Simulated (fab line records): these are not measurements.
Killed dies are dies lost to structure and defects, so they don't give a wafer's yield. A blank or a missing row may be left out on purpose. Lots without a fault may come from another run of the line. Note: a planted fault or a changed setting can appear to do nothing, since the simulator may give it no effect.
fab line records	flow n5-finfet	part 2 of 2: steps 6 to 6 of 6
record: lots: 8	wafers: 24	last-day: 18
route steps=1938 shown BEOL_M9@1448 BEOL_M15@1830 PASSIVATION@1936
lots that met no fault: taken from a fault-free run of the same line
start-h: hours from the record's first day to the start of the lot's first wafer shown	wait-h: hours since the lot's step before	" same as the row above	L1.1+2: several wafers, shown together as one row	- either no value or no given start	* or withheld: withheld	< > ~ a bound
route shown NAME@n: names a module that has steps shown in the file, with the first one's number in the route	usual: mean/standard deviation of fault-free wafers	same: alike in all rows	chamber/n: place in a boat	sites: each site's reading	_std_site: their standard deviation	_edge_site: inner sites' mean taken away from outer sites' mean	radius-mm: how far each site lies from the wafer's centre	mask NAME#n: copy n	behind: the tool/chamber that last shaped the wafer	hold: why the lot was held/for how many hours/how that ended	device: whichever transistor did not switch (one of n, p or np)	end of line: the route-end tests of the same wafers	for a step that has no rows: nothing shown but its recipe	killed: dies lost to structure and defects at the first sort, not the wafer's yield	map: dies across one wafer; x = killed, . = not, _ = none there
set.NAME: the setting the step ran with; set.NAME@STEP: the setting that earlier step ran with	model.NAME: the simulator's own value behind a step, which no gauge read
route steps across a sampled set of lots; one table per step, one row per wafer
services: the hour from which a tool's chamber was out of use, counted from the record's first day as start-h (under 0 if before that day), plus the number of hours and why
== steps ==
step: N5_PASSIVATION_PROBE_49
usual: defect-limited-yield: 91.4/1.3	killed_at_M0_to_M3: 34/10	killed_at_M4_up: 14/5.6	killed-at-contacts: 13/5.9	killed-at-front-end: 37/9.9	killed-at-other: 3.5/2.8	killed-dies: 101/15	killed-open: 67/12	killed-short: 32/6.6	sort_bin_4_leakage: 0.00/0.014	sort_bin_5_function: 5.0/0.81	sort_bin_6_memory: 3.2/0.66	sort-n-pass: 1079/15	sort-yield-pct: 91.4/1.3
same: gross-dies: 1180	killed-at-back-side: 0	sort_bin_8_speed[%]: 0
lot.wafer	tool	chamber	start-h	wait-h	defect-limited-yield[%]	killed_at_M0_to_M3	killed_at_M4_up	killed-at-contacts	killed-at-front-end	killed-at-other	killed-dies	killed-open	killed-short	sort_bin_4_leakage[%]	sort_bin_5_function[%]	sort_bin_6_memory[%]	sort-n-pass	sort-yield-pct[%]
L999.1	prober-01	-	287.90	0.0	92.3	24	15	14	30	8	91	56	34	0	4.7	2.6	1089	92.3
L999.3	prober-01	-	288.00	0.1	89.7	46	12	32	30	2	122	87	35	0	4.9	4.7	1058	89.7
L999.5	prober-01	-	288.10	0.2	91.5	31	11	22	30	6	100	71	28	0	5.5	2.7	1080	91.5
L103.2	prober-02	-	323.84	0.1	92.3	31	8	19	24	9	91	59	31	0	4.6	2.8	1089	92.3
L103.3	prober-02	-	323.89	0.1	91.6	29	21	16	31	2	99	68	27	0.34	4.7	3.3	1081	91.6
L103.6	prober-02	-	324.04	0.3	91.9	23	12	11	42	8	96	51	42	0.25	4.7	2.6	1084	91.9
L106.2	prober-01	-	336.84	0.1	93.1	21	13	9	35	3	81	47	27	0	3.8	1.9	1099	93.1
L106.5	prober-01	-	336.99	0.2	92.7	17	9	12	47	1	86	50	35	0	3.8	3.0	1094	92.7
L106.6	prober-01	-	337.04	0.3	93.7	27	13	8	24	2	74	52	22	0	3.6	2.5	1106	93.7
L108.2	prober-01	-	342.33	0.1	92.4	20	13	21	34	2	90	60	29	0	4.5	2.9	1090	92.4
L108.3	prober-01	-	342.38	0.1	92.4	17	13	16	36	8	90	52	30	0.25	3.6	2.7	1090	92.4
L108.5	prober-01	-	342.48	0.2	92.1	20	12	18	40	3	93	58	30	0.08	5.1	2.2	1087	92.1
L114.1	prober-02	-	376.29	0.0	89.7	34	29	13	44	1	121	86	33	0	6.6	3.6	1059	89.7
L114.2	prober-02	-	376.34	0.1	91.4	34	13	18	31	6	102	65	36	0	4.7	3.7	1078	91.4
L114.5	prober-02	-	376.49	0.2	91.5	36	14	18	32	0	100	64	34	0	5.7	2.5	1080	91.5
L113.1	prober-01	-	376.57	0.0	89.5	32	13	18	57	4	124	75	48	0	6.4	3.6	1056	89.5
L113.3	prober-01	-	376.67	0.1	91.9	53	6	11	26	0	96	69	27	0	4.1	4.0	1084	91.9
L113.4	prober-01	-	376.72	0.2	89.8	53	10	15	42	0	120	84	36	0	5.8	3.9	1060	89.8
L111.1	prober-02	-	396.56	0.0	91.6	30	9	14	39	7	99	69	29	0	5.0	3.1	1081	91.6
L111.3	prober-02	-	396.66	0.1	93.1	20	9	18	33	1	81	59	20	0	3.9	2.8	1099	93.1
L111.5	prober-02	-	396.76	0.2	88.6	51	18	10	42	13	134	94	40	0	6.3	4.7	1046	88.6
L120.1	prober-02	-	438.86	0.0	91.4	39	12	16	33	2	102	70	32	0	5.3	3.0	1078	91.4
L120.5	prober-02	-	439.06	0.2	91.6	37	19	20	20	3	99	67	30	0	5.0	3.1	1081	91.6
L120.6	prober-02	-	439.11	0.3	93.7	33	11	6	20	4	74	38	36	0	4.0	2.3	1106	93.7
killed by level:class
L999.1 MOL_CONTACT_COAG:geometric-particle:open=11 BEOL_M0_SAQP:geometric-particle:open=9 STARTING-WAFER:geometric-particle:short=6 BEOL_M0_SAQP:geometric-particle:short=5 BEOL_M3:geometric-particle:open=5 DUMMY_GATE:geometric-particle:open=4 BEOL_M6:geometric-particle:open=4 PASS1_CAP:geometric-particle:short=4
L999.3 MOL_CONTACT_COAG:geometric-particle:open=24 BEOL_M3:geometric-particle:open=14 FIN_SAQP:geometric-particle:short=10 BEOL_M0_SAQP:geometric-particle:open=10 MOL_CONTACT_COAG:geometric-particle:short=8 BEOL_M2:geometric-particle:open=8 GATE_CUT:geometric-particle:open=5 BEOL_M0_SAQP:geometric-particle:short=5
L999.5 MOL_CONTACT_COAG:geometric-particle:open=18 BEOL_M2:geometric-particle:open=11 BEOL_M3:geometric-particle:open=7 BEOL_M0_SAQP:geometric-particle:open=6 BEOL_M0_SAQP:geometric-particle:short=5 FIN_SAQP:geometric-particle:open=4 FIN_SAQP:geometric-particle:short=4 STI_FIN_REVEAL:geometric-particle:short=4
L103.2 MOL_CONTACT_COAG:geometric-particle:open=16 BEOL_M0_SAQP:geometric-particle:open=12 BEOL_M0_SAQP:geometric-particle:short=8 FIN_SAQP:geometric-particle:short=6 FIN_SAQP:geometric-particle:open=4 BEOL_M4:geometric-particle:open=4 STI_FIN_REVEAL:geometric-particle:short=3 BEOL_M2:geometric-particle:open=3
L103.3 MOL_CONTACT_COAG:geometric-particle:open=16 BEOL_M0_SAQP:geometric-particle:short=9 BEOL_M0_SAQP:geometric-particle:open=8 BEOL_M4:geometric-particle:open=8 GATE_CUT:geometric-particle:short=7 BEOL_M2:geometric-particle:open=7 STI_FIN_REVEAL:geometric-particle:open=6 FIN_SAQP:geometric-particle:open=4
L103.6 FIN_SAQP:geometric-particle:open=12 MOL_CONTACT_COAG:geometric-particle:open=10 FIN_SAQP:geometric-particle:short=7 BEOL_M0_SAQP:geometric-particle:short=6 STI_FIN_REVEAL:geometric-particle:open=5 BEOL_M2:geometric-particle:short=4 BEOL_M2:geometric-particle:open=4 STI_FIN_REVEAL:geometric-particle:short=3
L106.2 BEOL_M1:geometric-particle:open=8 MOL_CONTACT_COAG:geometric-particle:open=7 HKMG_FIN:area-etch=7 BEOL_M4:geometric-particle:open=6 STI_FIN_REVEAL:geometric-particle:open=5 GATE_CUT:geometric-particle:short=5 STARTING-WAFER:geometric-particle:open=5 BEOL_M0_SAQP:geometric-particle:short=4
L106.5 FIN_SAQP:geometric-particle:short=18 FIN_SAQP:geometric-particle:open=11 MOL_CONTACT_COAG:geometric-particle:open=11 BEOL_M0_SAQP:geometric-particle:short=6 BEOL_M2:geometric-particle:open=5 BEOL_M4:geometric-particle:open=5 DUMMY_GATE:geometric-particle:open=4 GATE_CUT:geometric-particle:short=4
L106.6 BEOL_M1:geometric-particle:open=8 MOL_CONTACT_COAG:geometric-particle:open=7 BEOL_M4:geometric-particle:open=7 BEOL_M2:geometric-particle:open=6 STI_FIN_REVEAL:geometric-particle:open=5 DUMMY_GATE:geometric-particle:open=5 BEOL_M1:geometric-particle:short=5 FIN_SAQP:geometric-particle:open=3
L108.2 MOL_CONTACT_COAG:geometric-particle:open=15 FIN_SAQP:geometric-particle:open=6 MOL_CONTACT_COAG:geometric-particle:short=6 BEOL_M4:geometric-particle:open=6 FIN_SAQP:geometric-particle:short=5 BEOL_M0_SAQP:geometric-particle:open=5 DUMMY_GATE:geometric-particle:open=4 BEOL_M0_SAQP:geometric-particle:short=4
L108.3 MOL_CONTACT_COAG:geometric-particle:open=14 FIN_SAQP:geometric-particle:short=8 FIN_SAQP:geometric-particle:open=7 BEOL_M4:geometric-particle:open=6 STI_FIN_REVEAL:geometric-particle:open=5 HKMG_FIN:area-etch=5 BEOL_M0_SAQP:geometric-particle:short=4 BEOL_M2:geometric-particle:open=4
L108.5 MOL_CONTACT_COAG:geometric-particle:open=15 FIN_SAQP:geometric-particle:open=9 FIN_SAQP:geometric-particle:short=7 BEOL_M0:geometric-particle:open=6 BEOL_M0_SAQP:geometric-particle:open=6 DUMMY_GATE:geometric-particle:open=5 GATE_CUT:geometric-particle:open=4 STARTING-WAFER:geometric-particle:short=4
L114.1 BEOL_M4:geometric-particle:open=14 FIN_SAQP:geometric-particle:open=11 STI_FIN_REVEAL:geometric-particle:open=9 BEOL_M0_SAQP:geometric-particle:open=9 FIN_SAQP:geometric-particle:short=8 MOL_CONTACT_COAG:geometric-particle:open=8 BEOL_M3:geometric-particle:open=8 BEOL_M2:geometric-particle:open=7
L114.2 MOL_CONTACT_COAG:geometric-particle:open=16 BEOL_M1:geometric-particle:open=10 GATE_CUT:geometric-particle:short=6 BEOL_M0_SAQP:geometric-particle:open=5 BEOL_M2:geometric-particle:open=5 BEOL_M4:geometric-particle:open=5 FIN_SAQP:geometric-particle:short=4 BEOL_M3:geometric-particle:short=4
L114.5 MOL_CONTACT_COAG:geometric-particle:open=13 BEOL_M1:geometric-particle:open=7 BEOL_M2:geometric-particle:open=7 BEOL_M3:geometric-particle:open=7 STI_FIN_REVEAL:geometric-particle:open=6 GATE_CUT:geometric-particle:short=6 BEOL_M0_SAQP:geometric-particle:short=5 STARTING-WAFER:geometric-particle:short=5
L113.1 STI_FIN_REVEAL:geometric-particle:open=17 MOL_CONTACT_COAG:geometric-particle:open=11 FIN_SAQP:geometric-particle:short=7 GATE_CUT:geometric-particle:short=7 MOL_CONTACT_COAG:geometric-particle:short=7 BEOL_M0_SAQP:geometric-particle:short=6 BEOL_M0_SAQP:geometric-particle:open=6 FIN_SAQP:geometric-particle:open=5
L113.3 BEOL_M0_SAQP:geometric-particle:open=12 MOL_CONTACT_COAG:geometric-particle:open=11 BEOL_M0_SAQP:geometric-particle:short=10 BEOL_M1:geometric-particle:open=8 BEOL_M3:geometric-particle:open=8 FIN_SAQP:geometric-particle:open=6 BEOL_M2:geometric-particle:open=6 STI_FIN_REVEAL:geometric-particle:open=4
L113.4 MOL_CONTACT_COAG:geometric-particle:open=14 BEOL_M0_SAQP:geometric-particle:short=14 BEOL_M0_SAQP:geometric-particle:open=13 STI_FIN_REVEAL:geometric-particle:open=12 FIN_SAQP:geometric-particle:open=7 BEOL_M1:geometric-particle:open=7 GATE_CUT:geometric-particle:short=6 BEOL_M2:geometric-particle:open=6
L111.1 STI_FIN_REVEAL:geometric-particle:open=12 MOL_CONTACT_COAG:geometric-particle:open=12 BEOL_M0_SAQP:geometric-particle:open=10 BEOL_M0_SAQP:geometric-particle:short=7 FIN_SAQP:geometric-particle:open=4 BEOL_M1:geometric-particle:open=4 BEOL_M2:geometric-particle:open=4 BEOL_M4:geometric-particle:open=4
L111.3 MOL_CONTACT_COAG:geometric-particle:open=16 STI_FIN_REVEAL:geometric-particle:open=12 BEOL_M1:geometric-particle:open=8 FIN_SAQP:geometric-particle:open=6 STI_FIN_REVEAL:geometric-particle:short=4 BEOL_M0_SAQP:geometric-particle:open=3 BEOL_M0_SAQP:geometric-particle:short=3 ILD0:geometric-particle:open=2
L111.5 STI_FIN_REVEAL:geometric-particle:open=15 BEOL_M0_SAQP:geometric-particle:open=11 BEOL_M0_SAQP:geometric-particle:short=10 BEOL_M1:geometric-particle:open=9 MOL_CONTACT_COAG:geometric-particle:open=9 BEOL_M4:geometric-particle:open=9 BEOL_M2:geometric-particle:open=8 FIN_SAQP:geometric-particle:short=6
L120.1 BEOL_M0_SAQP:geometric-particle:open=14 MOL_CONTACT_COAG:geometric-particle:open=13 BEOL_M0_SAQP:geometric-particle:short=13 STI_FIN_REVEAL:geometric-particle:open=8 FIN_SAQP:geometric-particle:open=7 BEOL_M3:geometric-particle:open=6 FIN_SAQP:geometric-particle:short=4 BEOL_M4:geometric-particle:open=4
L120.5 MOL_CONTACT_COAG:geometric-particle:open=16 BEOL_M0_SAQP:geometric-particle:open=15 BEOL_M4:geometric-particle:open=10 BEOL_M0_SAQP:geometric-particle:short=9 BEOL_M2:geometric-particle:open=9 FIN_SAQP:geometric-particle:short=6 STI_FIN_REVEAL:geometric-particle:open=5 MOL_CONTACT_COAG:geometric-particle:short=4
L120.6 BEOL_M0_SAQP:geometric-particle:short=17 FIN_SAQP:geometric-particle:open=6 DUMMY_GATE:geometric-particle:open=5 BEOL_M1:geometric-particle:open=4 BEOL_M0_SAQP:geometric-particle:open=4 BEOL_M2:geometric-particle:open=4 GATE_CUT:geometric-particle:short=3 MOL_CONTACT_COAG:geometric-particle:short=3
== services ==
tool	chamber	start-h	hours	kind
pvd-sputter-02	-	207.32	1.6	repair
ald-metal-04	1	215.41	3.4	repair
ald-metal-04	-	216.21	1.7	repair
ald-metal-04	-	229.63	0.5	repair
rie-diel-04	3	230.43	-	clean
rie-diel-04	3	230.43	-	consumable-replace:focus-ring
rie-diel-04	3	230.43	24.4	scheduled-down
rie-diel-04	3	230.43	24.4	vent-cycle
rie-diel-03	1	238.76	4.5	repair
ald-metal-02	-	254.02	2.8	pm
rie-diel-04	2	254.91	-	clean
rie-diel-04	2	254.91	-	consumable-replace:focus-ring
ald-metal-04	3	267.18	11.2	repair
rie-diel-04	3	285.00	27.2	repair
ald-metal-03	2	285.65	7.0	repair
ald-metal-02	0	290.47	11.3	repair
rie-diel-04	0	322.48	6.7	repair
ald-metal-04	-	334.58	0.3	repair
ald-metal-02	-	337.25	14.0	pm
rie-diel-04	-	351.21	1.5	repair
rie-diel-05	1	366.16	8.4	repair
rie-diel-05	-	374.16	14.6	pm
rie-diel-04	3	378.16	8.3	repair
ald-metal-02	-	383.67	0.4	repair
== key ==
first-sign: step: N5_BEOL_M9_ALD_74	reading: ald-cycles	direction: down	sigmas: 99+	usual: *	struck: *
effect: step: N5_BEOL_M15_RC_MEAS_101	reading: COMB_M9	direction: up	sigmas: 16	usual: 1.42e-11	struck: 5.94e-11
effect: step: N5_PASSIVATION_PROBE_49	reading: sort_bin_4_leakage	direction: up	sigmas: 2.7	usual: 0.00	struck: 0.23	wafers-moved: 3
met-at N5_BEOL_M9_ALD_74
struck-lots L103,L108
struck-wafers L103.3,L103.6,L108.3,L108.5
not-acting-at N5_BEOL_M9_STRIP_80,N5_BEOL_M9_PRE_CLEAN_45,N5_BEOL_M9_INSPECT_58
onset-between 221.41 268.30
fault: kind: process-parameter-drift	tool: ald-metal-04	chamber: -	onset-h: 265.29	steps: N5_BEOL_M9_ALD_74	channel: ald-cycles	offset: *	shape: step	end-h: 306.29	scope: struck-wafers-only	acts-in: *	stated: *
